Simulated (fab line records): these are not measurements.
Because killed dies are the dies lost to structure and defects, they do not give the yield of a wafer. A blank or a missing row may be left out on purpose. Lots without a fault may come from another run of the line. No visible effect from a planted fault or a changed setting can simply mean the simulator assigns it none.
Split-lot study + flow n5 finfet + route with 1938 steps; 7 lots, 21 wafers read

THE SPLIT
At N5_BEOL_M0_ETCH_128 (etches SiCN in CF4/N2, target depth 12 nm, overetch 5.1 nm, time 21.4 s), the setting source w was moved away from the recipe's 430 W on 8 of the 21 wafers read, by -16.2% to +10.2%. This setting was run at the recipe's value on the other wafers.

The reading comes from the split's own step.

THE READING
rf vpp V, in V, at N5_BEOL_M0_ETCH_128 (etches SiCN in CF4/N2, target depth 12 nm, overetch 5.1 nm, time 21.4 s). Fault-free wafers of this fab line usually give 381.9 V, standard deviation 1.8 V.

| wafer  | tool, chamber at the split | source w as run, W | against the recipe | rf vpp V, V | against lot-mates on the recipe |
|--------|----------------------------|--------------------|--------------------|-------------|---------------------------------|
| L074.1 | rie diel-04, 2             | 430                | recipe             | 382.1       | -                               |
| L074.3 | rie diel-04, 3             | 430                | recipe             | 382.7       | -                               |
| L074.6 | rie diel-04, 2             | 430                | recipe             | 381.1       | -                               |
| L078.1 | rie diel-01, 1             | 430                | recipe             | 378.7       | -                               |
| L078.2 | rie diel-01, 2             | 364.7              | -15.2%             | 400.5       | +20.9                           |
| L078.5 | rie diel-01, 1             | 430                | recipe             | 380.5       | -                               |
| L081.1 | rie diel-04, 2             | 430                | recipe             | 381.7       | -                               |
| L081.2 | rie diel-04, 1             | 430                | recipe             | 380.8       | -                               |
| L081.5 | rie diel-04, 2             | 430                | recipe             | 382.1       | -                               |
| L088.1 | rie diel-04, 3             | 474                | +10.2%             | 368.7       | -14.5                           |
| L088.3 | rie diel-04, 0             | 474                | +10.2%             | 368.2       | -15.0                           |
| L088.6 | rie diel-04, 3             | 430                | recipe             | 383.2       | -                               |
| L090.1 | rie diel-04, 0             | 465                | +8.1%              | 372.2       | -9.5                            |
| L090.2 | rie diel-04, 2             | 465                | +8.1%              | 371.8       | -9.9                            |
| L090.3 | rie diel-04, 3             | 430                | recipe             | 381.7       | -                               |
| L096.1 | rie diel-03, 0             | 360.5              | -16.2%             | 406.6       | +24.3                           |
| L096.2 | rie diel-03, 3             | 360.5              | -16.2%             | 406.5       | +24.2                           |
| L096.4 | rie diel-03, 1             | 430                | recipe             | 382.3       | -                               |
| L097.1 | rie diel-03, 2             | 386.3              | -10.2%             | 398.9       | +16.4                           |
| L097.5 | rie diel-03, 0             | 430                | recipe             | 382.1       | -                               |
| L097.6 | rie diel-03, 3             | 430                | recipe             | 382.8       | -                               |

FIT RESULTS
A straight line over all 21 wafers: rf vpp V changes by -1.4 V for each +1% of source w; r = -0.99; the points scatter about the line by 1.5 V.
The same after taking each lot's own level away (the mean of its wafers on the recipe; 21 wafers): -1.44 V for each +1%; r = -1.00; scatter 0.93 V.
On that fit, the largest move of source w shifts the reading by 23 V.
Measured against the standard deviation above, the lots' own levels, which go from 379.60 to 383.20 V, span 2.0 times it.
So the lot-to-lot level changes the slope little: the two slopes agree.
Check: +23.3 V against its lot-mates is what the line predicts for one of the wafers moved furthest among these (-16.2%) when that wafer is left out of the fit. It came out at +24.3 V against them.
Tool readings at the split's step, against how far the setting was moved: rf vpp V r = -0.99.

THE OTHER SPLITS THESE WAFERS WENT THROUGH
Note: prior to the reading, these wafers also went through further splits. Each is held against what the fit with the lots' levels taken away leaves over:
| other split on the same wafers       | wafers away from the commonest value | r with rf vpp V (lot level and that fit taken away) |
|--------------------------------------|--------------------------------------|-----------------------------------------------------|
| N5_HKMG_FIN_HK_ALD_01 ald cycles     | 8                                    | -0.32                                               |
| N5_HKMG_FIN_EXPOSE_46 dose mj        | 6                                    | -0.14                                               |
| N5_HKMG_FIN_ETCH_55 h2 flow sccm     | 6                                    | +0.03                                               |
| N5_GATE_CUT_DESCUM_18 time s         | 10                                   | +0.16                                               |
| N5_MOL_CONTACT_COAG_ETCH_15 source w | 4                                    | +0.15                                               |
| N5_BEOL_M0_SAQP_COAT_81 spin rpm     | 8                                    | -0.29                                               |
| N5_BEOL_M0_SAQP_COAT_08 spin rpm     | 6                                    | +0.10                                               |
| N5_BEOL_M0_ETCH_138 bias w           | 6                                    | -0.12                                               |

FILE'S OWN FIT
rf vpp V changes by -1.44 V for each +1% of source w, r = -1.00.
